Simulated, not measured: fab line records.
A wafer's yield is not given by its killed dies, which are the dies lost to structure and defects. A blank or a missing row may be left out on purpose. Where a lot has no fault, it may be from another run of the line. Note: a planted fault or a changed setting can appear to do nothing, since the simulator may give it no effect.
Which of the tools did it?    flow nand_harc    24 lots, 72 wafers sampled, at 3 steps of a route of 1302

== WHAT EACH GAUGE READ, for each wafer ==
NHARC_A_M0_INSPECT_11. Usual: raw_defect_count 82, standard deviation 38.
lot   measured      on                 raw_defect_count  flag
L074  day 23 07:25  defect_inspect-02  20 27 26          
L076  day 23 08:21  defect_inspect-01  13 18 12          
L075  day 23 13:38  defect_inspect-02  73 93 65          
L078  day 25 08:14  defect_inspect-01  22 23 32          
L079  day 25 12:40  defect_inspect-02  66 67 64          
L077  day 25 16:41  defect_inspect-01  150 151 162       
L080  day 25 17:05  defect_inspect-02  129 136 126       
L081  day 25 23:59  defect_inspect-02  120 103 105       
L082  day 26 08:59  defect_inspect-01  88 76 91          
L084  day 26 22:44  defect_inspect-02  117 150 137       
L083  day 27 02:52  defect_inspect-01  72 67 50          
L085  day 27 09:15  defect_inspect-02  30 37 39          
L086  day 27 10:58  defect_inspect-02  114 122 127       
L087  day 28 05:55  defect_inspect-02  111 151 136       
L090  day 28 17:40  defect_inspect-01  65 75 85          
L088  day 28 22:00  defect_inspect-01  81 89 99          
L089  day 29 04:23  defect_inspect-02  102 94 106        
L092  day 30 14:44  defect_inspect-02  59 71 67          
L091  day 30 21:26  defect_inspect-01  154 139 161       
L093  day 31 03:45  defect_inspect-01  62 76 70          
L094  day 31 08:04  defect_inspect-02  60 64 71          
L095  day 31 09:04  defect_inspect-01  78 57 71          
L097  day 31 20:22  defect_inspect-02  56 67 60          
L096  day 31 22:17  defect_inspect-02  65 59 68          

== EACH LOT AND THE TOOL THAT RAN IT (in order: tool; ch and the chambers of the sampled wafers; start) ==
lot   NHARC_A_CONTACT_CVD_19                    NHARC_A_BLC_DEGAS_30
L074  cvd_w-01 ch 0,1, day 23 05:07 or earlier  pvd_sputter-01, day 23 05:07
L076  cvd_w-02 ch 0,1, day 23 05:57 or earlier  pvd_sputter-02, day 23 05:57
L075  cvd_w-01 ch 0,1, day 23 11:14 or earlier  pvd_sputter-03, day 23 11:14
L078  cvd_w-01 ch 0,1, day 25 05:58 or earlier  pvd_sputter-03, day 25 05:58
L079  cvd_w-02 ch 0,1, day 25 10:16 or earlier  pvd_sputter-02, day 25 10:16
L077  cvd_w-01 ch 0,1, day 25 14:17 or earlier  pvd_sputter-02, day 25 14:17
L080  cvd_w-02 ch 0,1, day 25 14:48 or earlier  pvd_sputter-03, day 25 14:48
L081  cvd_w-02 ch 0,1, day 25 21:33 or earlier  pvd_sputter-02, day 25 21:33
L082  cvd_w-01 ch 1, day 26 06:35 or earlier    pvd_sputter-01, day 26 06:35
L084  cvd_w-02 ch 0,1, day 26 20:17 or earlier  pvd_sputter-02, day 26 20:17
L083  cvd_w-01 ch 0,1, day 27 00:28 or earlier  pvd_sputter-03, day 27 00:28
L085  cvd_w-01 ch 0,1, day 27 06:50 or earlier  pvd_sputter-01, day 27 06:50
L086  cvd_w-01 ch 0,1, day 27 08:23 or earlier  pvd_sputter-03, day 27 08:23
L087  cvd_w-01 ch 0,1, day 28 03:30 or earlier  pvd_sputter-02, day 28 03:30
L090  cvd_w-01 ch 0,1, day 28 15:23 or earlier  pvd_sputter-01, day 28 15:23
L088  cvd_w-01 ch 0,1, day 28 19:44 or earlier  pvd_sputter-02, day 28 19:44
L089  cvd_w-01 ch 0,1, day 29 01:52 or earlier  pvd_sputter-03, day 29 01:52
L092  cvd_w-01 ch 0,1, day 30 12:20 or earlier  pvd_sputter-01, day 30 12:20
L091  cvd_w-01 ch 0,1, day 30 19:03 or earlier  pvd_sputter-02, day 30 19:03
L093  cvd_w-01 ch 0,1, day 31 01:19 or earlier  pvd_sputter-02, day 31 01:19
L094  cvd_w-01 ch 0, day 31 05:40 or earlier    pvd_sputter-02, day 31 05:40
L095  cvd_w-02 ch 0,1, day 31 06:40 or earlier  pvd_sputter-01, day 31 06:40
L097  cvd_w-02 ch 0,1, day 31 17:57 or earlier  pvd_sputter-02, day 31 17:57
L096  cvd_w-02 ch 0,1, day 31 19:53 or earlier  pvd_sputter-02, day 31 19:53
- NHARC_A_CONTACT_CVD_19: deposits W, target thk 300 nm, time 802 s.
- NHARC_A_BLC_DEGAS_30: time 60 s.

== AS READ BY THE TOOLS THEMSELVES (means over the sampled wafers that have a number; for cases with no such wafer, the mark the record gives instead) ==
NHARC_A_CONTACT_CVD_19. Usual: heater_power_w 483 W, standard deviation 24; mfc_h2_sccm 1600 sccm, standard deviation 4.8; throttle_valve_pct 7.75 %, standard deviation 0.23.
lot   tool      heater_power_w (W)  mfc_h2_sccm (sccm)  throttle_valve_pct (%)  flag
L074  cvd_w-01  476                 1598                7.93                    
L076  cvd_w-02  468                 1601                7.97                    
L075  cvd_w-01  469                 1607                7.96                    
L078  cvd_w-01  487                 1597                7.54                    
L079  cvd_w-02  465                 1602                7.92                    
L077  cvd_w-01  502                 1600                7.50                    
L080  cvd_w-02  462                 1603                8.08                    
L081  cvd_w-02  470                 1606                7.78                    
L082  cvd_w-01  511                 1598                7.56                    
L084  cvd_w-02  464                 1596                8.02                    
L083  cvd_w-01  489                 1599                7.60                    
L085  cvd_w-01  495                 1602                7.49                    
L086  cvd_w-01  502                 1596                7.51                    
L087  cvd_w-01  494                 1596                7.71                    
L090  cvd_w-01  493                 1603                7.56                    
L088  cvd_w-01  496                 1598                7.59                    
L089  cvd_w-01  501                 1601                7.57                    
L092  cvd_w-01  488                 1599                7.71                    
L091  cvd_w-01  486                 1609                7.61                    
L093  cvd_w-01  505                 1597                7.59                    
L094  cvd_w-01  474                 1604                7.97                    
L095  cvd_w-02  464                 1603                7.80                    
L097  cvd_w-02  475                 1598                7.83                    
L096  cvd_w-02  480                 1599                7.79                    

NHARC_A_BLC_DEGAS_30. Usual: heater_power_w 446 W, standard deviation 29.
lot   tool            heater_power_w (W)  flag
L074  pvd_sputter-01  437                 
L076  pvd_sputter-02  444                 
L075  pvd_sputter-03  447                 
L078  pvd_sputter-03  448                 
L079  pvd_sputter-02  421                 
L077  pvd_sputter-02  440                 
L080  pvd_sputter-03  446                 
L081  pvd_sputter-02  441                 
L082  pvd_sputter-01  481                 
L084  pvd_sputter-02  414                 
L083  pvd_sputter-03  453                 
L085  pvd_sputter-01  483                 
L086  pvd_sputter-03  453                 
L087  pvd_sputter-02  418                 
L090  pvd_sputter-01  482                 
L088  pvd_sputter-02  418                 
L089  pvd_sputter-03  459                 
L092  pvd_sputter-01  485                 
L091  pvd_sputter-02  429                 
L093  pvd_sputter-02  418                 
L094  pvd_sputter-02  409                 
L095  pvd_sputter-01  470                 
L097  pvd_sputter-02  414                 
L096  pvd_sputter-02  414                 

== THE ANSWER, worked out from the rows above alone ==
Rule: a lot counts as off when the mean over its wafers that have a number is more than 3 standard deviations away from the usual mean. A lot without any number at a reading at which 4 lots or more have one is off too. The other lots that the step has rows for count as sound. After the gauges, taken in route order, come the tools' own readings; for these a lot's mean is taken, as printed above. At the first step where some lot is off, the reading lying furthest off is the one used; lots without a number count as furthest.
None of the lots is off at any reading shown; this tells nothing.

== WHAT THE SIMULATOR HAD PUT IN ==
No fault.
